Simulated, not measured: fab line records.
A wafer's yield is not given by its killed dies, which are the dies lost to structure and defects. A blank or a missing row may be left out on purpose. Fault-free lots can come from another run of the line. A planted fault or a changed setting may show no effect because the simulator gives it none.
A struck lot beside a sound one | flow n5-finfet | 41 steps out of a route of 1938
Sound: these wafers, L665.2, L665.3, L665.5. Wafers L662.3, L662.4, L662.5 were the ones struck. Last of all comes the cause.
Order at every step that has rows: each side's tool, ch and its chambers, its first start. Under that, the readings that differ: sound wafers | struck wafers | difference of the means | sigmas: that difference in standard deviations of wafers without a fault.
alike: a reading whose means differ by less than 2 such deviations, as well as words and numbers matching on both sides. not compared: withheld readings; readings where some wafer has no value; bounds like >300 that might hide an equal value; numbers whose values overlap and for which the record gives no deviation.
A row with sigmas, a row that says differs or no value, or rows on one side alone: a step with any of these is where the two part. When numbers do not overlap yet have no deviation, they are printed without sigmas and do not part them. A reading missing from all wafers of one side parts the sides only when that side holds two or more wafers.

first, 11 steps without rows for these wafers: N5_BEOL_M0_SAQP_MANDREL1_REMOVE_100 (chemistry HBr/Cl2/O2, target a-Si, stops on SiNx, bt time 10 s); N5_BEOL_M0_SAQP_ETCH_101 (etches SiNx in CH3F/O2, target depth 29.9 nm, time 42.7 s); N5_BEOL_M0_SAQP_ETCH_102 (etches SiO2 in CF4, target depth 4 nm, time 4.4 s); N5_BEOL_M0_SAQP_MANDREL_ETCH_103 (etches a-Si in HBr/Cl2, stops on SiCN, target depth 45 nm, bt time 10 s, time 27 s); N5_BEOL_M0_SAQP_RECESS_104 (chemistry HF/NH3, target SiO2, target depth 18 nm, afs cycles 3, sublimation time 60 s); N5_BEOL_M0_SAQP_COAT_105 (time 60 s, resist thk 100 nm); N5_BEOL_M0_SAQP_ETCH_106 (etches SOC in N2/H2, stops on SiNx, target depth 150 nm); N5_BEOL_M0_SAQP_ETCH_107 (etches SiNx in CH3F/O2, target depth 30 nm); N5_BEOL_M0_SAQP_STRIP_108 (strips in N2/H2); N5_BEOL_M0_SAQP_RECESS_109 (chemistry HF/NH3, target SiO2, target depth 3 nm, afs cycles 1, sublimation time 60 s); N5_BEOL_M0_SAQP_SPACER2_ALD_26 (deposits SiO2, target thk 15 nm, pulse time 1 s, purge time 2 s).
N5_BEOL_M0_SAQP_SPACER2_ETCHBACK_27: etches SiO2 in CHF3/O2, target depth 22.5 nm, time 11.25 s.
  sound on rie-diel-02 ch 0,2, day 9 17:11; struck on rie-diel-03 ch 0,1,3, day 8 23:19
  reading               | sound          | struck         | difference | sigmas
  oes-product-au (a.u.) | 0.68 0.98 0.68 | 1.36 1.06 0.94 | +0.34      | +3
  alike: drypump-motor-current-A, rf-vpp-V, showerhead-plenum-p-Torr, throttle-valve-pct
  not compared: rf-hours-counter-h, model.a-Si_of_BEOL_M0_SAQP_PECVD_96.thk-nm
then, 25 steps without rows for these wafers: N5_BEOL_M0_SAQP_MANDREL2_REMOVE_110 (chemistry HBr/Cl2/O2, target a-Si, stops on SiCN, bt time 10 s); N5_BEOL_M0_SAQP_COAT_69 (time 60 s, resist thk 90 nm); N5_BEOL_M0_SAQP_COAT_72 (time 60 s, resist thk 15 nm); N5_BEOL_M0_SAQP_COAT_87 (time 60 s, resist thk 5 nm); N5_BEOL_M0_SAQP_COAT_34 (resist thk 30 nm); N5_BEOL_M0_SAQP_EBR_36; N5_BEOL_M0_SAQP_SOFTBAKE_35 (time 60 s); N5_BEOL_M0_SAQP_EXPOSE_37 (exposes mask M0 CUT1, target cd 30 nm); N5_BEOL_M0_SAQP_PEB_38 (peb time 60 s); N5_BEOL_M0_SAQP_DEVELOP_39 (develop time 30 s); N5_BEOL_M0_SAQP_DESCUM_45 (chemistry O2, time 7 s); N5_BEOL_M0_SAQP_ETCH_88 (etches underlayer in N2/H2, target depth 6.5 nm, time 5.2 s); N5_BEOL_M0_SAQP_ETCH_73 (etches SiARC in CF4, target depth 19.5 nm, time 32.5 s); N5_BEOL_M0_SAQP_CUT_ETCH_46 (etches SOC in N2/H2, target depth 135 nm, overetch 27 nm, time 202.5 s); N5_BEOL_M0_SAQP_STRIP_74 (strips in N2/H2); N5_BEOL_M0_SAQP_STRIP_89 (strips in N2/H2); N5_BEOL_M0_SAQP_ALD_48 (deposits SiO2, target thk 20 nm, pulse time 1 s, co reactant pulse time 1 s); N5_BEOL_M0_SAQP_ETCH_49 (etches SiO2 in CF4/O2, target depth 37 nm); N5_BEOL_M0_SAQP_STRIP_75 (strips in CF4); N5_BEOL_M0_CUTY_COAT_50 (time 60 s, resist thk 15 nm); N5_BEOL_M0_CUTY_COAT_51 (resist thk 150 nm); N5_BEOL_M0_CUTY_EBR_52; N5_BEOL_M0_CUTY_SOFTBAKE_53 (time 60 s); N5_BEOL_M0_CUTY_EXPOSE_54 (exposes mask M0 ABLK); N5_BEOL_M0_CUTY_PEB_55 (peb time 60 s).
-- here the record skips 2 days between the struck wafers' starts before and after, leaving off in module BEOL_M0_CUTY and picking up in module BEOL_M4 (first step shown: number 1111 of the route) --
N5_BEOL_M4_RC_MEAS_101:
  sound on prober-01 ch 0, day 12 00:04; struck on prober-01 ch 0, day 11 06:20
  alike: DIBL_N, DIBL_P, IOFF_N, IOFF_P, ION_N, ION_P, SS_N, SS_P, VT_N, VT_P
N5_BEOL_M5_DESCUM_16: chemistry O2, time 7 s.
  sound on rie-diel-03 ch 1,3, day 12 02:30; struck on rie-diel-02 ch 2,3, day 11 09:02
  reading                  | sound          | struck         | difference | sigmas
  model.BEOL_M5.cd-nm (nm) | 27.8 27.8 27.8 | 28.4 28.4 28.8 | +0.7       |
  alike: drypump-motor-current-A, oes-product-au, rf-vpp-V, showerhead-plenum-p-Torr, throttle-valve-pct
  not compared: rf-hours-counter-h
N5_BEOL_M5_ETCH_41: etches SiCN in CH3F/O2, target depth 31.5 nm, time 56.7 s.
  sound on rie-diel-02 ch 2,3; struck on rie-diel-02 ch 0,1,2
  reading                  | sound          | struck       | difference | sigmas
  model.BEOL_M5.cd-nm (nm) | 27.8 27.6 27.4 | 28.4 28 28.6 | +0.7       |
  alike: drypump-motor-current-A, oes-product-au, rf-vpp-V, showerhead-plenum-p-Torr, throttle-valve-pct
  not compared: rf-hours-counter-h
N5_PASSIVATION_PROBE_49:
  rows exist in the record for the sound wafers here (prober-01, day 16 10:02), none for the struck ones

WHERE THEY PART
First at N5_BEOL_M0_SAQP_SPACER2_ETCHBACK_27; last, within this record, at N5_PASSIVATION_PROBE_49.

WHY: the cause the simulator had injected
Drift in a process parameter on rie-diel-03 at N5_BEOL_M0_SAQP_SPACER2_ETCHBACK_27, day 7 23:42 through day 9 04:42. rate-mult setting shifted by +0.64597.
